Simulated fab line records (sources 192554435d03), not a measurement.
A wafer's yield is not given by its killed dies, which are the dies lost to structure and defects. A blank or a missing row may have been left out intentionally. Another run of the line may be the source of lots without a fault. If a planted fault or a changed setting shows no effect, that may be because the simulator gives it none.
Chamber matching -- flow n5_finfet -- 4 sister chambers for N5_BEOL_M3_STRIP_66 on rie_diel-05
The step strips in CF4. 20 wafers are shown with their chamber, then 10 later ones without.

WAFERS, EACH WITH ITS CHAMBER
wafer,chamber,drypump_motor_current_A (A),showerhead_plenum_p_Torr (Torr),throttle_valve_pct (%)
L074.1,3,5.8,1.84,13.76
L074.3,0,6.6,1.72,13.25
L074.4,2,6.6,1.79,13.48
L075.1,1,5.3,1.83,13.78
L075.4,3,5.9,1.84,13.76
L075.6,2,6.6,1.79,13.50
L078.1,3,5.8,1.84,13.78
L078.2,0,6.6,1.72,13.27
L078.3,1,5.3,1.83,13.79
L080.1,0,6.6,1.72,13.28
L080.4,2,6.6,1.78,13.52
L080.5,3,5.8,1.84,13.79
L082.1,2,6.6,1.78,13.56
L082.3,0,6.6,1.71,13.29
L082.4,2,6.6,1.78,13.54
L081.1,0,6.6,1.72,13.28
L081.2,2,6.6,1.78,13.55
L081.6,3,5.9,1.84,13.79
L084.1,0,6.6,1.71,13.32
L084.2,2,6.6,1.78,13.55

SIGNATURES (means of the wafers above)
reading,chamber 0,chamber 1,chamber 2,chamber 3,scatter within a chamber
drypump_motor_current_A,6.600,5.300,6.600,5.840,0.0274
showerhead_plenum_p_Torr,1.7167,1.8300,1.7829,1.8400,0.00415
throttle_valve_pct,13.2817,13.7850,13.5286,13.7760,0.0236
Rule: a wafer's distance from a chamber is the root of the sum, over the readings, of the square of ((its reading less the chamber's mean) divided by the reading's scatter). The wafer belongs to the nearest chamber; if the next one is less than 2 further off, it can't be placed. The scatter: take each reading less its chamber's mean, square it, sum over the shown wafers, divide by the number of wafers less the number of chambers, and take the root.

WAFERS MISSING THEIR CHAMBER
wafer,drypump_motor_current_A (A),showerhead_plenum_p_Torr (Torr),throttle_valve_pct (%)
L084.5,6.6,1.78,13.55
L088.2,6.6,1.71,13.32
L088.4,5.3,1.82,13.28
L088.6,5.3,1.82,13.30
L091.3,6.6,1.71,13.33
L091.4,5.3,1.82,13.31
L091.6,5.3,1.82,13.30
L095.1,6.6,1.78,13.60
L095.2,5.3,1.82,13.32
L095.3,5.8,1.83,13.86

WHICH CHAMBER EACH WENT THROUGH
wafer,from the rows above,in truth
L084.5,2,2
L088.2,0,0
L088.4,1,1
L088.6,1,1
L091.3,0,0
L091.4,1,1
L091.6,1,1
L095.1,2,2
L095.2,1,1
L095.3,3,3
Correct placement for 10 of the 10. From these rows, 0 cannot be placed. Placed wrongly: 0.
